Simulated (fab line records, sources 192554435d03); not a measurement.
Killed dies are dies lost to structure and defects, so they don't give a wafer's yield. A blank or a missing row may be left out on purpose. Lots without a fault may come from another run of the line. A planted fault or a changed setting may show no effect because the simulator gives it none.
Problem report in the 8D (eight disciplines) form, filled by code | flow n5_finfet | the parts of the form that need people (team, actions taken, sign-off) are left out
Where a reading is given only as a bound, like >300, the bound stands for it, and a mean or a difference that rests on one is marked > or <: the true number lies beyond.

1. THE PROBLEM
raw_defect_count at N5_BEOL_M0_SAQP_INSPECT_42 reads a mean of 1506 on 2 wafers of 2 lots; wafers without a fault read 299 with a standard deviation of 83. That is +15 standard deviations from the usual mean.
The step: inspects for defects (brightfield).
First seen on wafer L736.6, day 7 19:34, on defect_inspect-01. The record holds 24 wafers of 8 lots with a number at this step. Rule for "out", or "out of limits": more than 4 standard deviations from the usual mean. The other wafers with a number count as sound.

2. WHAT IT IS AND WHAT IT IS NOT
question                    | is                                   | is not
which readings at this step | raw_defect_count                     | -
which lots                  | L736, L737                           | L734, L735, L743, L744, L748, L751
which wafers of those lots  | L736.6, L737.1                       | L736.4, L736.5, L737.2, L737.6
read on which gauges        | defect_inspect-01, defect_inspect-02 | -
when                        | from day 7 19:34                     | up to then (8 sound wafers); but 14 sound wafers of L737, L743, L744, L748, L751 came after

3. SUSPECTS, AND WHAT RULES EACH OUT
Counting: a tool at a process step up to the reading stays a suspect if it ran every lot that is out. Sound lots after the first of them don't rule it out here, since some wafers of a struck lot are sound.
- the gauge at N5_BEOL_M0_SAQP_INSPECT_42: ruled out. The wafers that are out were read on 2 gauges (defect_inspect-01, defect_inspect-02).
- rie_si-05 at N5_BEOL_M0_SAQP_MANDREL_ETCH_20 (etches a-Si in HBr/Cl2, stops on SiNx, target depth 60 nm, bt time 10 s, time 30 s): kept. It ran every lot that is out, first L736 (day 7 15:56); its last sound lot up to then is L735 (day 7 06:39).
- vapor_etch-01 at N5_BEOL_M0_SAQP_RECESS_104 (chemistry HF/NH3, target SiO2, target depth 18 nm, afs cycles 3, sublimation time 60 s): kept. It ran every lot that is out, first L736 (day 7 17:44); its last sound lot up to then is L734 (day 7 13:38).
- rie_diel-03 at N5_BEOL_M0_SAQP_SPACER2_ETCHBACK_27 (etches SiO2 in CHF3/O2, target depth 22.5 nm, time 11.25 s): kept. It ran every lot that is out, first L736 (day 7 18:55).
- Within rie_si-05 at N5_BEOL_M0_SAQP_MANDREL_ETCH_20: the wafers that are out ran in chamber 2; their sound lot-mates ran in chambers 1, 3.
Left after counting: rie_si-05 at N5_BEOL_M0_SAQP_MANDREL_ETCH_20, vapor_etch-01 at N5_BEOL_M0_SAQP_RECESS_104, rie_diel-03 at N5_BEOL_M0_SAQP_SPACER2_ETCHBACK_27.

4. THE CAUSE (what the simulator had put in)
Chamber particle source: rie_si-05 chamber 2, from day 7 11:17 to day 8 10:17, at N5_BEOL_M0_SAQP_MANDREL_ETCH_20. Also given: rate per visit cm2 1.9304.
Counting left 3 suspects, and this tool is among them.

5. THE CHAIN OF EFFECTS, in route order
Each row: a reading whose mean over the struck wafers that have a number lies more than 3 standard deviations from the usual. Only readings for which the record gives a usual standard deviation are gone through. hours: the time from each lot's start at the first step in this table that gives one to its start at this step, as a median over the lots. sigmas: the change in usual standard deviations.
hours | step                       | reading              | usual  | on struck wafers | change | sigmas
0     | N5_BEOL_M0_SAQP_INSPECT_42 | raw_defect_count     | 299    | 1506             | +1207  | +15
2     | N5_BEOL_M0_CUTY_INSPECT_59 | raw_defect_count     | 2.0    | >300             | >+298  | +99 or more
155   | N5_PASSIVATION_PROBE_49    | defect_limited_yield | 91.0 % | 78.2             | -12.8  | -8.5
155   | N5_PASSIVATION_PROBE_49    | killed_at_M0_to_M3   | 34     | 186              | +152   | +17
155   | N5_PASSIVATION_PROBE_49    | killed_dies          | 106    | 257              | +151   | +8.9
155   | N5_PASSIVATION_PROBE_49    | killed_on_rim        | 14     | 27               | +13    | +3.0
155   | N5_PASSIVATION_PROBE_49    | sort_bin_5_function  | 5.2 %  | 12.8             | +7.6   | +8.1
155   | N5_PASSIVATION_PROBE_49    | sort_n_pass          | 1074   | 923              | -151   | -8.9
155   | N5_PASSIVATION_PROBE_49    | sort_yield_pct       | 91.0 % | 78.2             | -12.8  | -8.5
The process steps in it:
- N5_PASSIVATION_PROBE_49
Later measuring or inspecting steps at which every struck wafer that the step has a row for has a number for every such reading, and none has moved that far: N5_BEOL_M4_RC_MEAS_101.

6. WHAT WOULD HAVE CAUGHT IT SOONER
In this record the first reading out of limits at a measuring or inspecting step was taken at day 7 19:34, 8 hours after the fault began at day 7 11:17.
Of the tool readings at N5_BEOL_M0_SAQP_MANDREL_ETCH_20 for which the record gives a usual standard deviation, none was out on any struck wafer, so an alarm limit of 4 standard deviations on them would not have fired.
All the lots that are out (2) had begun N5_BEOL_M0_SAQP_MANDREL_ETCH_20 on rie_si-05 by day 7 19:34. A hold on the tool at that time would have spared none of them.
